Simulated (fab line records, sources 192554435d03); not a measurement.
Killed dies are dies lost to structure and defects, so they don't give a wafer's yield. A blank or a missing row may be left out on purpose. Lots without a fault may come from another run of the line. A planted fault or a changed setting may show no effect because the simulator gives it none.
fab line records | flow n5_finfet
record lots=6 wafers=18 last_day=16
route steps=1938 shown BEOL_M3@968 BEOL_M4@1111 PASSIVATION@1936
lots that met no fault: from a run of the same line without faults
start_h: hours from the record's first day to the start of the lot's first wafer shown | wait_h: hours since the lot's step before | " the same as in the row above | L1.1+2: a row that stands for several wafers | - no value, or no start given | * or withheld: withheld | < > ~ a bound
route shown NAME@n: a module of which the file shows steps, and the number in the route of the first | usual: mean/standard deviation of fault-free wafers | same: alike in all rows | chamber/n: place in a boat | sites: the reading at each site | _std_site: their standard deviation | _edge_site: outer sites' mean less inner sites' | radius_mm: how far each site lies from the wafer's centre | mask NAME#n: copy n | behind: the tool/chamber that last shaped the wafer | hold: why the lot was held/for how many hours/how that ended | device: the transistor (n, p or np) that didn't switch | end of line: the same wafers' tests at the end of the route | a step without rows: its recipe alone | killed: dies lost to structure and defects at the first sort, not the wafer's yield | map: a wafer's dies, x killed, . not, _ none there
set.NAME: the setting as run; set.NAME@STEP: as run at that earlier step | model.NAME: the simulator's own value behind a step, which no gauge read
lots at some steps of the route; a table a step, a row a wafer
services: from which hour (start_h, from the record's first day; less than 0 if before it) a tool's chamber was out of use, for how many hours, and why
## steps
# step N5_BEOL_M3_INSPECT_30
# recipe mode=adi inspect_instrument=brightfield
# usual raw_defect_count=424/89
# columns lot.wafer tool chamber start_h wait_h raw_defect_count
L152.1 defect_inspect-02 - 148.69 0.1 467
L152.2 " - " " 419
L152.5 " - " " 466
L160.2 defect_inspect-02 - 199.13 0.0 446
L160.5 " - " " 394
L160.6 " - " " 432
L163.1 defect_inspect-01 - 219.51 0.1 388
L163.4 " - " " 404
L163.6 " - " " 531
L162.1 defect_inspect-01 - 221.14 0.1 356
L162.3 " - " " 437
L162.6 " - " " 437
L166.2 defect_inspect-02 - 233.99 0.1 306
L166.3 " - " " 350
L166.4 " - " " 337
L172.1 defect_inspect-01 - 265.25 0.1 567
L172.4 " - " " 356
L172.6 " - " " 471
# step N5_BEOL_M3_DESCUM_33
# recipe chemistry=O2 time_s=7 source_power_w=50 bias_power_w=20 pressure_mtorr=20 rf_frequency_hz=2.712e+07 temp_c=40 resist=CAR-EUV o2_flow_sccm=225
# step N5_BEOL_M3_ETCH_77
# recipe chemistry=N2/H2 target=underlayer target_depth_a=65 mask_material=CAR-EUV time_s=5.2 ion_energy_ev=200 pressure_mtorr=30 source_w=840 bias_w=150 n2_flow_sccm=200 h2_flow_sccm=200 ends=cleared
# step N5_BEOL_M3_ETCH_69
# recipe chemistry=CF4 target=SiARC target_depth_a=156 mask_material=CAR-EUV time_s=26 ion_energy_ev=80 pressure_mtorr=40 source_w=545 bias_w=36 Ar_flow_sccm=100 cf4_flow_sccm=100 ends=cleared
# usual drypump_motor_current_A=5.6/0.41 etch_rf_on_time_s=25.9/0.49 oes_product_au=0.65/0.077 rf_vpp_V=184.0/1.2 showerhead_plenum_p_Torr=2.14/0.066 throttle_valve_pct=15.75/0.25
# columns lot.wafer tool chamber start_h wait_h drypump_motor_current_A etch_rf_on_time_s oes_product_au rf_hours_counter_h rf_vpp_V showerhead_plenum_p_Torr throttle_valve_pct
L152.1 rie_diel-03 1 148.78 0.0 5.7 26.2 0.64 171 184.1 2.15 15.77
L152.2 " 2 " " 5.5 26.0 0.65 156 184.7 2.07 15.89
L152.5 " 3 " " 5.3 25.7 0.65 - 184.7 2.23 15.86
L160.2 rie_diel-04 0 199.43 0.0 4.7 25.7 0.59 209 181.8 2.03 15.75
L160.5 " 3 " " 5.9 25.9 0.61 - 182.1 2.12 16.14
L160.6 " 0 " " 4.7 25.6 0.59 - 183.2 2.03 15.75
L163.1 rie_diel-01 2 219.59 0.0 6.3 26.1 0.62 178 185.5 2.13 15.75
L163.4 " 1 " " 6.0 25.3 0.75 41 184.3 2.18 15.24
L163.6 " 3 " " 5.8 26.4 0.61 - 182.1 2.05 15.66
L162.1 rie_diel-01 2 221.24 0.0 6.3 26.0 0.62 179 183.9 2.13 15.75
L162.3 " 1 " " 6.0 25.6 0.74 42 185.2 2.18 15.25
L162.6 " 3 " " 5.8 26.6 0.61 - 182.2 2.05 15.64
L166.2 rie_diel-01 1 234.08 0.0 6.0 25.5 0.74 46 184.4 2.18 15.24
L166.3 " 0 " " 5.3 24.7 0.83 9 184.6 2.18 15.57
L166.4 " 2 " " 6.3 26.2 0.61 183 182.5 2.12 15.75
L172.1 rie_diel-03 0 265.33 0.0 5.6 26.3 0.60 173 185.2 2.21 15.90
L172.4 " 1 " " 5.8 26.2 0.62 209 185.7 2.13 15.85
L172.6 " 1 " " 5.7 26.3 0.62 - 184.6 2.13 15.84
# step N5_BEOL_M3_ALD_98
# recipe material=SiO2 target_thk_a=25 temp_c=100 ald_precursor_family=BDEAS ald_co_reactant=O2-plasma pulse_time_s=1 co_reactant_pulse_time_s=1 purge_time_s=2 co_reactant_purge_time_s=2 ald_cycles=17 pressure_torr=2
# usual heater_power_w=76/8 precursor_pulse_height_rel=1.001/0.023
# same purge_time_s=2
# columns lot.wafer tool chamber start_h wait_h heater_power_w precursor_pulse_height_rel since_wet_clean_h
L152.1 ald_sin-03 0 148.86 0.1 78 0.980 246
L152.2 " 3 " " 81 0.993 246
L152.5 " 2 " " 65 0.998 -
L160.2 ald_sin-03 1 199.52 0.1 67 1.029 297
L160.5 " 0 " " 74 1.031 -
L160.6 " 1 " " 65 0.984 -
L163.1 ald_sin-02 2 219.77 0.1 83 0.985 29
L163.4 " 0 " " 73 0.999 29
L163.6 " 0 " " 71 0.978 -
L162.1 ald_sin-04 0 221.32 0.1 73 1.011 121
L162.3 " 3 " " 72 1.017 121
L162.6 " 1 " " 78 0.994 -
L166.2 ald_sin-03 2 234.16 0.1 66 1.016 331
L166.3 " 3 " " 81 0.997 331
L166.4 " 1 " " 67 1.021 331
L172.1 ald_sin-04 3 265.45 0.1 71 0.982 166
L172.4 " 0 " " 74 0.968 166
L172.6 " 1 " " 78 0.992 -
# step N5_BEOL_M3_ETCHBACK_99
# recipe chemistry=CHF3 target=SiO2 target_depth_a=50 time_s=10.4 source_w=215 bias_w=47 Ar_flow_sccm=200 CHF3_flow_sccm=12 ion_energy_ev=100 pressure_mtorr=30
# step N5_BEOL_M3_ETCH_70
# recipe chemistry=N2/H2 target=SOC target_depth_a=800 overetch_a=160 mask_material=SiARC temp_c=40 time_s=120 ion_energy_ev=200 pressure_mtorr=30 source_w=840 bias_w=150 n2_flow_sccm=200 h2_flow_sccm=200
# step N5_BEOL_M3_STRIP_71
# recipe chemistry=N2/H2 temp_c=40 n2_flow_sccm=200 h2_flow_sccm=200 rf_frequency_hz=6e+07
# step N5_BEOL_M3_STRIP_78
# recipe chemistry=N2/H2 temp_c=40 n2_flow_sccm=200 h2_flow_sccm=200 rf_frequency_hz=6e+07
# step N5_BEOL_M3_VIA_ETCH_34
# recipe chemistry=C4F6/O2 target_depth_a=694 mask_material=SOC pressure_mtorr=15 ion_energy_ev=250 taper_deg=4 time_s=65.9 source_w=350 bias_w=170 Ar_flow_sccm=300 C4F6_flow_sccm=10 O2_flow_sccm=10
# usual drypump_motor_current_A=5.6/0.43 oes_product_au=0.75/0.083 rf_vpp_V=663/9.9 run_length_s=89.1/0.47 showerhead_plenum_p_Torr=2.83/0.085 throttle_valve_pct=30.90/0.3
# columns lot.wafer tool chamber start_h wait_h drypump_motor_current_A oes_product_au rf_hours_counter_h rf_vpp_V run_length_s showerhead_plenum_p_Torr throttle_valve_pct
L152.1 rie_diel-04 0 150.11 0.0 4.7 0.71 190 671 89.1 2.72 31.03
L152.2 " 2 " " 5.7 0.72 171 661 89.3 2.93 30.29
L152.5 " 0 " " 4.7 0.70 - 671 89.0 2.72 31.04
L160.2 rie_diel-03 3 204.89 0.0 5.3 0.74 188 665 88.8 2.96 30.91
L160.5 " 0 " " 5.7 0.72 - 666 89.3 2.96 30.98
L160.6 " 1 " " 5.8 0.74 - 665 89.0 2.85 31.28
L163.1 rie_diel-03 3 220.16 0.0 5.3 0.73 193 666 89.1 2.96 30.91
L163.4 " 0 " " 5.7 0.72 158 665 89.6 2.95 30.99
L163.6 " 1 " " 5.7 0.73 - 666 89.1 2.84 31.26
L162.1 rie_diel-03 3 223.24 0.0 5.3 0.73 194 666 88.7 2.96 30.91
L162.3 " 2 " " 5.5 0.72 180 646 88.5 2.74 31.17
L162.6 " 1 " " 5.8 0.73 - 665 89.1 2.84 31.26
L166.2 rie_diel-04 2 235.80 0.0 5.7 0.70 201 660 89.5 2.92 30.35
L166.3 " 0 " " 4.7 0.67 220 671 89.1 2.71 31.07
L166.4 " 1 " " 6.0 0.94 19 675 89.1 2.81 30.85
L172.1 rie_diel-04 1 272.91 0.0 6.1 0.91 30 676 88.8 2.81 30.87
L172.4 " 0 " " 4.7 0.68 - 669 88.8 2.70 31.07
L172.6 " 2 " " 5.7 0.70 - 661 89.5 2.92 30.35
# step N5_BEOL_M3_STRIP_83
# recipe chemistry=C4F6/O2 resist=SiARC rf_frequency_hz=6e+07
# step N5_BEOL_M3_STRIP_36
# recipe chemistry=N2/H2 power_w=450 temp_c=40 pressure_mtorr=20 rf_frequency_hz=6e+07 overash_fraction=0.3 bias_power_w=7 h2_frac=0.5 n2_flow_sccm=200 h2_flow_sccm=200
# usual drypump_motor_current_A=5.6/0.44 oes_product_au=0.75/0.085 rf_vpp_V=59.1/1.3 showerhead_plenum_p_Torr=2.52/0.083 throttle_valve_pct=23.7/0.33
# columns lot.wafer tool chamber start_h wait_h drypump_motor_current_A oes_product_au rf_hours_counter_h rf_vpp_V showerhead_plenum_p_Torr throttle_valve_pct
L152.1 rie_diel-04 0 150.17 0.0 4.7 0.69 190 58.7 2.42 24.2
L152.2 " 2 " " 5.7 0.73 171 58.4 2.64 23.2
L152.5 " 0 " " 4.8 0.70 - 57.7 2.42 24.2
L160.2 rie_diel-03 3 204.95 0.0 5.3 0.75 188 62.3 2.62 23.4
L160.5 " 0 " " 5.7 0.73 - 57.6 2.66 24.0
L160.6 " 1 " " 5.8 0.75 - 59.5 2.52 24.0
L163.1 rie_diel-03 3 220.22 0.0 5.3 0.74 193 59.7 2.62 23.4
L163.4 " 0 " " 5.6 0.72 158 55.1 2.66 23.9
L163.6 " 1 " " 5.8 0.73 - 60.7 2.51 23.9
L162.1 rie_diel-03 3 223.30 0.0 5.2 0.73 194 59.9 2.62 23.4
L162.3 " 2 " " 5.5 0.72 180 58.3 2.42 24.0
L162.6 " 1 " " 5.7 0.72 - 60.3 2.51 23.9
L166.2 rie_diel-04 2 235.86 0.0 5.7 0.70 201 58.9 2.62 23.2
L166.3 " 0 " " 4.7 0.66 220 58.8 2.41 24.2
L166.4 " 1 " " 6.1 0.94 19 57.9 2.49 23.4
L172.1 rie_diel-04 1 272.97 0.0 6.1 0.91 30 60.5 2.48 23.4
L172.4 " 0 " " 4.7 0.67 - 59.4 2.40 24.2
L172.6 " 2 " " 5.8 0.71 - 59.4 2.62 23.3
# step N5_BEOL_M3_TRENCH_ETCH_37
# recipe chemistry=C4F6/O2 target_depth_a=555.55 target=SiOC time_s=29.2 ion_energy_ev=250 pressure_mtorr=30 source_w=355 bias_w=185 Ar_flow_sccm=300 C4F6_flow_sccm=10 O2_flow_sccm=10
# usual drypump_motor_current_A=5.6/0.44 oes_product_au=0.75/0.083 rf_vpp_V=663/9.9 run_length_s=52.5/0.51 showerhead_plenum_p_Torr=2.84/0.085 throttle_valve_pct=20.99/0.26
# columns lot.wafer tool chamber start_h wait_h drypump_motor_current_A oes_product_au rf_hours_counter_h rf_vpp_V run_length_s showerhead_plenum_p_Torr throttle_valve_pct model.BEOL_M3.feature_depth_nm model.etch.depth_nm
L152.1 rie_diel-04 0 150.21 - 4.7 0.70 190 672 52.0 2.73 21.07 55 55.02
L152.2 " 2 " " 5.7 0.72 171 661 53.1 2.94 20.48 54.6 54.52
L152.5 " 0 " " 4.7 0.71 - 671 52.7 2.73 21.07 55.4 55.31
L160.2 rie_diel-03 3 204.99 - 5.2 0.74 188 666 52.0 2.96 21.17 54.8 54.72
L160.5 " 0 " " 5.6 0.72 - 666 52.9 2.96 21.14 54.8 54.84
L160.6 " 1 " " 5.8 0.75 - 667 52.5 2.85 21.13 55.4 55.48
L163.1 rie_diel-03 3 220.26 - 5.2 0.74 193 665 52.3 2.96 21.17 55.2 55.26
L163.4 " 0 " " 5.6 0.72 158 666 52.9 2.96 21.15 55.4 55.39
L163.6 " 1 " " 5.8 0.74 - 666 57.4 2.85 21.14 64.8 64.82
L162.1 rie_diel-03 3 223.34 - 5.2 0.74 194 665 52.1 2.96 21.18 55.2 55.27
L162.3 " 2 " " 5.5 0.73 180 646 56.8 2.74 21.22 63.2 63.1
L162.6 " 1 " " 5.8 0.73 - 664 57.6 2.85 21.15 64.2 64.22
L166.2 rie_diel-04 2 235.90 - 5.8 0.70 201 660 52.8 2.93 20.52 54.8 54.76
L166.3 " 0 " " 4.7 0.68 220 671 52.6 2.71 21.11 55.2 55.3
L166.4 " 1 " " 6.1 0.93 19 676 52.1 2.82 20.79 56.4 56.47
L172.1 rie_diel-04 1 273.01 - 6.1 0.91 30 677 52.0 2.81 20.84 56.6 56.51
L172.4 " 0 " " 4.7 0.68 - 670 52.0 2.71 21.14 55.6 55.68
L172.6 " 2 " " 5.7 0.70 - 661 53.5 2.92 20.53 54.8 54.72
# step N5_BEOL_M3_ETCH_41
# recipe chemistry=CH3F/O2 target=SiCN target_depth_a=299 taper_deg=2 time_s=52.5 ion_energy_ev=120 mask_material=TiN pressure_mtorr=30 source_w=395 bias_w=75 Ar_flow_sccm=150 CH3F_flow_sccm=30 O2_flow_sccm=20
# usual drypump_motor_current_A=5.6/0.44 oes_product_au=0.75/0.083 rf_vpp_V=297.1/1.5 run_length_s=75.8/0.5 showerhead_plenum_p_Torr=1.99/0.063 throttle_valve_pct=16.45/0.25
# columns lot.wafer tool chamber start_h wait_h drypump_motor_current_A oes_product_au rf_hours_counter_h rf_vpp_V run_length_s showerhead_plenum_p_Torr throttle_valve_pct
L152.1 rie_diel-04 0 - - 4.7 0.71 190 294.8 75.8 1.91 16.52
L152.2 " 2 " " 5.7 0.73 171 298.6 76.1 2.07 16.01
L152.5 " 0 " " 4.7 0.71 - 296.7 75.7 1.91 16.53
L160.2 rie_diel-03 3 - - 5.3 0.73 188 300.0 75.3 2.09 16.64
L160.5 " 0 " " 5.7 0.71 - 299.4 75.9 2.08 16.60
L160.6 " 1 " " 5.8 0.72 - 297.1 76.4 2.01 16.55
L163.1 rie_diel-03 3 - - 5.2 0.73 193 298.2 75.6 2.09 16.64
L163.4 " 0 " " 5.7 0.72 158 298.7 76.0 2.08 16.60
L163.6 " 1 " " 5.8 0.73 - 297.2 75.9 2.00 16.56
L162.1 rie_diel-03 3 - - 5.3 0.73 194 300.1 75.5 2.09 16.67
L162.3 " 2 " " 5.5 0.72 180 294.8 75.8 1.92 16.64
L162.6 " 1 " " 5.7 0.73 - 297.8 75.6 2.00 16.59
L166.2 rie_diel-04 2 - - 5.8 0.70 201 297.2 76.0 2.06 16.08
L166.3 " 0 " " 4.7 0.68 220 294.9 75.5 1.90 16.58
L166.4 " 1 " " 6.1 0.94 19 295.4 75.4 1.98 16.15
L172.1 rie_diel-04 1 - - 6.1 0.91 30 298.0 75.6 1.97 16.19
L172.4 " 0 " " 4.7 0.68 - 296.3 75.5 1.90 16.60
L172.6 " 2 " " 5.7 0.70 - 297.7 76.3 2.05 16.09
# step N5_BEOL_M3_STRIP_97
# recipe chemistry=N2/H2 time_s=10 power_w=450 temp_c=40 pressure_mtorr=20 rf_frequency_hz=6e+07 bias_power_w=7 n2_flow_sccm=200 h2_flow_sccm=200
# step N5_BEOL_M3_OCD_MEAS_38
# usual trench_depth_nm=55.3/0.98
# columns lot.wafer tool chamber start_h wait_h trench_depth_nm
L152.1 ocd-01 - 150.37 - 55.2
L152.2 " - " " 54.6
L152.5 " - " " 55.2
L160.2 ocd-02 - 205.14 - 54.9
L160.5 " - " " 54.2
L160.6 " - " " 55.4
L163.1 ocd-02 - 220.41 - 55.4
L163.4 " - " " 55.1
L163.6 " - " " 65.1
L162.1 ocd-01 - 223.49 - 55.1
L162.3 " - " " 62.8
L162.6 " - " " 64.3
L166.2 ocd-01 - 236.06 - 54.8
L166.3 " - " " 55.2
L166.4 " - " " 56.0
L172.1 ocd-02 - 273.17 - 56.6
L172.4 " - " " 55.6
L172.6 " - " " 55.1
# step N5_BEOL_M3_HM_STRIP_39
# recipe chemistry=peroxide_tin_strip material=TiN target_depth_a=250 temp_c=50 time_s=158
# step N5_BEOL_M4_RC_MEAS_101
# usual DIBL_N=35.9/1.6 DIBL_P=35.6/2.1 IOFF_N=0.149/0.029 IOFF_P=0.20/0.033 ION_N=671/11 ION_P=460/7.3 SS_N=71.4/0.62 SS_P=73.2/0.65 VT_N=251/3.1 VT_P=-251/3.4
# columns lot.wafer tool chamber start_h wait_h DIBL_N[mV/V] DIBL_P[mV/V] IOFF_N[nA/um] IOFF_P[nA/um] ION_N[uA/um] ION_P[uA/um] SS_N[mV/dec] SS_P[mV/dec] VT_N[mV] VT_P[mV]
L152.1 prober-01 0 166.03 0.0 36.9 37.0 0.170 0.22 681 467 71.7 73.9 251 -248
L152.2 " 0 " " 35.2 35.0 0.147 0.21 677 467 70.6 72.8 251 -248
L152.5 " 0 " " 36.6 36.8 0.169 0.23 672 463 71.1 73.4 250 -249
L160.2 prober-01 0 222.77 0.2 35.2 35.6 0.148 0.20 677 470 70.5 73.3 251 -247
L160.5 " 0 " " 34.3 34.7 0.128 0.19 666 459 70.7 73.2 254 -249
L160.6 " 0 " " 34.4 34.8 0.140 0.19 675 461 71.5 73.0 252 -252
L163.1 prober-02 0 233.55 0.0 37.7 37.6 0.173 0.20 676 452 72.1 73.4 250 -253
L163.4 " 0 " " 35.5 35.1 0.132 0.16 651 448 70.6 72.9 254 -258
L163.6 " 0 " " 36.4 36.5 0.149 0.19 669 456 71.3 73.9 252 -254
L162.1 prober-01 0 236.34 0.0 34.7 33.5 0.129 0.20 663 460 71.4 73.7 251 -249
L162.3 " 0 " " 34.8 33.8 0.125 0.22 653 463 71.2 73.2 254 -249
L162.6 " 0 " " 35.6 33.3 0.139 0.22 661 454 71.1 72.9 251 -246
L166.2 prober-01 0 257.49 0.2 38.9 37.7 0.172 0.21 681 459 72.8 74.3 249 -253
L166.3 " 0 " " 35.9 35.4 0.135 0.18 668 458 71.1 74.0 251 -253
L166.4 " 0 " " 35.8 36.1 0.137 0.18 680 466 71.0 73.4 253 -252
L172.1 prober-02 0 288.83 0.0 36.2 35.5 0.185 0.22 677 463 71.8 74.1 248 -250
L172.4 " 0 " " 38.2 38.7 0.225 0.28 694 476 71.9 74.4 244 -247
L172.6 " 0 " " 38.2 38.4 0.237 0.28 687 464 72.3 75.4 243 -249
# step N5_PASSIVATION_PROBE_49
# usual defect_limited_yield=90.9/1.5 killed_at_M0_to_M3=36/9.9 killed_at_M4_up=13/4.5 killed_at_contacts=13/6.4 killed_at_front_end=42/12 killed_at_other=3.4/3 killed_dies=107/18 killed_open=69/13 killed_short=35/8.2 sort_bin_5_function=5.3/1.1 sort_bin_6_memory=3.4/0.69 sort_n_pass=1073/18 sort_yield_pct=90.9/1.5
# same gross_dies=1180 killed_at_back_side=0 sort_bin_4_leakage[%]=0 sort_bin_8_speed[%]=0
# columns lot.wafer tool chamber start_h wait_h defect_limited_yield[%] killed_at_M0_to_M3 killed_at_M4_up killed_at_contacts killed_at_front_end killed_at_other killed_dies killed_open killed_short sort_bin_5_function[%] sort_bin_6_memory[%] sort_n_pass sort_yield_pct[%]
L152.1 prober-01 - 258.60 0.0 88.4 60 17 5 54 1 137 78 58 8.1 3.5 1043 88.4
L152.2 prober-01 - 258.65 0.1 89.6 58 6 15 43 1 123 82 40 6.4 3.5 1057 89.6
L152.5 prober-01 - 258.80 0.2 91.4 46 6 13 34 2 101 61 40 5.3 3.1 1079 91.4
L160.5 prober-01 - 317.95 0.2 90.4 32 14 8 56 3 113 64 45 5.8 3.2 1067 90.4
L163.1 prober-01 - 331.58 0.0 91.5 41 21 3 35 0 100 75 24 5.8 2.4 1080 91.5
L163.4 prober-01 - 331.73 0.2 93.1 26 23 2 30 1 82 62 19 4.2 2.5 1098 93.1
L163.6 prober-01 - 331.83 0.3 90.3 33 21 11 48 1 114 84 28 5.6 3.7 1066 90.3
L162.1 prober-01 - 333.57 0.0 91.8 46 17 6 28 0 97 60 37 4.6 3.4 1083 91.8
L162.3 prober-01 - 333.67 0.1 90.3 37 18 9 48 3 115 74 36 5.6 3.5 1065 90.3
L162.6 prober-01 - 333.82 0.3 91.4 37 8 11 45 1 102 67 33 4.7 3.6 1078 91.4
L166.2 prober-02 - 356.03 0.1 89.7 53 12 22 32 2 121 78 42 6.0 3.9 1059 89.7
L166.3 prober-02 - 356.08 0.1 90.3 30 11 23 45 6 115 83 30 5.7 3.5 1065 90.3
L166.4 prober-02 - 356.13 0.2 91.1 42 14 11 36 2 105 65 35 6.5 2.0 1075 91.1
L172.1 prober-01 - 391.63 0.0 88.6 37 19 14 60 5 135 93 37 6.5 4.7 1045 88.6
L172.4 prober-01 - 391.78 0.2 93.9 23 19 5 24 1 72 44 26 3.6 2.4 1108 93.9
L172.6 prober-01 - 391.88 0.3 93.2 22 17 9 30 2 80 48 31 4.2 2.3 1100 93.2
# killed by level:class
L152.1 BEOL_M0_SAQP:geometric_particle:short=30 FIN_SAQP:geometric_particle:open=18 BEOL_M0_SAQP:geometric_particle:open=14 BEOL_M4:geometric_particle:open=13 FIN_SAQP:geometric_particle:short=10 STI_FIN_REVEAL:geometric_particle:open=7 BEOL_M1:geometric_particle:open=7 DUMMY_GATE:geometric_particle:open=5
L152.2 BEOL_M0_SAQP:geometric_particle:open=18 BEOL_M0_SAQP:geometric_particle:short=17 MOL_CONTACT_COAG:geometric_particle:open=14 BEOL_M2:geometric_particle:open=10 FIN_SAQP:geometric_particle:open=8 STI_FIN_REVEAL:geometric_particle:open=8 BEOL_M4:geometric_particle:open=5 FIN_SAQP:geometric_particle:short=4
L152.5 BEOL_M0_SAQP:geometric_particle:short=21 BEOL_M0_SAQP:geometric_particle:open=17 MOL_CONTACT_COAG:geometric_particle:open=12 DUMMY_GATE:geometric_particle:open=9 FIN_SAQP:geometric_particle:short=7 FIN_SAQP:geometric_particle:open=5 GATE_CUT:geometric_particle:short=4 BEOL_M1:geometric_particle:open=3
L160.5 FIN_SAQP:geometric_particle:short=10 FIN_SAQP:geometric_particle:open=9 BEOL_M0_SAQP:geometric_particle:short=7 STI_FIN_REVEAL:geometric_particle:open=5 GATE_CUT:geometric_particle:short=5 MOL_CONTACT_COAG:geometric_particle:open=5 BEOL_M1:geometric_particle:open=5 BEOL_M3:geometric_particle:open=5
L163.1 BEOL_M2:geometric_particle:open=17 FIN_SAQP:geometric_particle:open=11 BEOL_M3:geometric_particle:open=10 BEOL_M4:geometric_particle:open=10 FIN_SAQP:geometric_particle:short=6 BEOL_M0:geometric_particle:open=4 BEOL_M5:geometric_particle:open=4 STI_FIN_REVEAL:geometric_particle:open=3
L163.4 BEOL_M4:geometric_particle:open=12 FIN_SAQP:geometric_particle:open=10 STI_FIN_REVEAL:geometric_particle:open=8 BEOL_M3:geometric_particle:open=7 BEOL_M0_SAQP:geometric_particle:short=6 BEOL_M0_SAQP:geometric_particle:open=5 BEOL_M5:geometric_particle:open=5 BEOL_M1:geometric_particle:open=4
L163.6 FIN_SAQP:geometric_particle:open=17 BEOL_M1:geometric_particle:open=10 MOL_CONTACT_COAG:geometric_particle:open=9 BEOL_M2:geometric_particle:open=7 BEOL_M4:geometric_particle:open=7 STI_FIN_REVEAL:geometric_particle:open=6 BEOL_M5:geometric_particle:open=6 FIN_SAQP:geometric_particle:short=5
L162.1 BEOL_M2:geometric_particle:open=13 FIN_SAQP:geometric_particle:short=9 BEOL_M0_SAQP:geometric_particle:short=9 FIN_SAQP:geometric_particle:open=6 MOL_CONTACT_COAG:geometric_particle:open=6 BEOL_M3:geometric_particle:open=6 BEOL_M1:geometric_particle:open=5 BEOL_M2:geometric_particle:short=5
L162.3 BEOL_M1:geometric_particle:open=11 FIN_SAQP:geometric_particle:short=9 STI_FIN_REVEAL:geometric_particle:open=9 MOL_CONTACT_COAG:geometric_particle:open=9 BEOL_M0_SAQP:geometric_particle:short=9 FIN_SAQP:geometric_particle:open=7 BEOL_M4:geometric_particle:open=7 BEOL_M0_SAQP:geometric_particle:open=5
L162.6 FIN_SAQP:geometric_particle:short=13 BEOL_M0_SAQP:geometric_particle:open=12 MOL_CONTACT_COAG:geometric_particle:open=10 FIN_SAQP:geometric_particle:open=9 BEOL_M2:geometric_particle:open=9 BEOL_M0_SAQP:geometric_particle:short=6 ILD0:geometric_particle:open=4 BEOL_M3:geometric_particle:open=4
L166.2 MOL_CONTACT_COAG:geometric_particle:open=13 BEOL_M3:geometric_particle:open=12 BEOL_M0_SAQP:geometric_particle:open=11 STI_FIN_REVEAL:geometric_particle:open=9 MOL_CONTACT_COAG:geometric_particle:short=9 BEOL_M1:geometric_particle:open=8 BEOL_M0_SAQP:geometric_particle:short=6 FIN_SAQP:geometric_particle:short=5
L166.3 MOL_CONTACT_COAG:geometric_particle:open=19 FIN_SAQP:geometric_particle:open=17 BEOL_M3:geometric_particle:open=9 FIN_SAQP:geometric_particle:short=5 STI_FIN_REVEAL:geometric_particle:open=4 ILD0:geometric_particle:open=4 MOL_CONTACT_COAG:geometric_particle:short=4 BEOL_M0_SAQP:geometric_particle:open=4
L166.4 BEOL_M0_SAQP:geometric_particle:open=15 BEOL_M0_SAQP:geometric_particle:short=13 FIN_SAQP:geometric_particle:open=9 MOL_CONTACT_COAG:geometric_particle:open=7 BEOL_M4:geometric_particle:open=6 FIN_SAQP:geometric_particle:short=5 STI_FIN_REVEAL:geometric_particle:open=4 MOL_CONTACT_COAG:geometric_particle:short=4
L172.1 FIN_SAQP:geometric_particle:open=27 FIN_SAQP:geometric_particle:short=19 BEOL_M3:geometric_particle:open=15 MOL_CONTACT_COAG:geometric_particle:open=12 BEOL_M4:geometric_particle:open=11 BEOL_M2:geometric_particle:open=7 BEOL_M0_SAQP:geometric_particle:open=4 BEOL_M3:geometric_particle:short=4
L172.4 BEOL_M4:geometric_particle:open=9 FIN_SAQP:geometric_particle:open=8 BEOL_M0_SAQP:geometric_particle:open=6 BEOL_M0_SAQP:geometric_particle:short=6 FIN_SAQP:geometric_particle:short=5 BEOL_M5:geometric_particle:open=4 DUMMY_GATE:geometric_particle:open=3 MOL_CONTACT_COAG:geometric_particle:open=3
L172.6 FIN_SAQP:geometric_particle:short=11 BEOL_M4:geometric_particle:open=8 FIN_SAQP:geometric_particle:open=7 MOL_CONTACT_COAG:geometric_particle:open=7 BEOL_M2:geometric_particle:open=6 DUMMY_GATE:geometric_particle:open=4 BEOL_M0_SAQP:geometric_particle:open=4 BEOL_M3:geometric_particle:short=4
## services
# columns tool chamber start_h hours kind
rie_diel-04 3 126.58 27.6 repair
rie_diel-01 - 126.93 0.3 repair
ald_sin-02 - 134.75 2.8 pm
rie_diel-04 - 138.91 0.5 repair
rie_diel-04 1 154.34 - clean
rie_diel-04 1 154.34 - consumable_replace:focus_ring
rie_diel-04 1 154.34 25.1 scheduled_down
rie_diel-04 1 154.34 25.1 vent_cycle
ald_sin-02 - 177.21 14.0 pm
ald_sin-02 0 177.21 14.0 vent_cycle
rie_diel-01 0 188.11 - clean
rie_diel-01 0 188.11 - consumable_replace:focus_ring
rie_diel-01 0 188.11 20.4 scheduled_down
rie_diel-01 0 188.11 20.4 vent_cycle
rie_diel-01 1 203.57 15.6 repair
ald_sin-02 - 206.42 0.3 repair
rie_diel-04 0 241.77 2.9 repair
rie_diel-03 3 243.02 4.6 repair
rie_diel-04 3 266.66 7.7 repair
ald_sin-03 - 268.25 14.0 pm
ald_sin-03 0 268.25 14.0 vent_cycle
ald_sin-03 1 268.25 14.0 vent_cycle
ald_sin-03 2 268.25 14.0 vent_cycle
ald_sin-03 3 268.25 14.0 vent_cycle
## key
first_sign step=N5_BEOL_M3_TRENCH_ETCH_37 reading=run_length_s direction=up sigmas=9.3 usual=* struck=*
effect step=N5_BEOL_M3_OCD_MEAS_38 reading=trench_depth_nm direction=up sigmas=8.9 usual=55.3 struck=64.1
model_effect step=N5_BEOL_M3_TRENCH_ETCH_37 value=BEOL_M3.feature_depth_nm without=54.67 struck=64.07
met_at N5_BEOL_M3_TRENCH_ETCH_37
struck_wafers L162.3,L162.6,L163.6
onset_between 204.99 220.26
fault kind=process_parameter_drift tool=rie_diel-03 chamber=- onset_h=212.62 steps=N5_BEOL_M3_TRENCH_ETCH_37 channel=time_s offset=* shape=step end_h=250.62 scope=struck_wafers_only acts_in=* stated=*
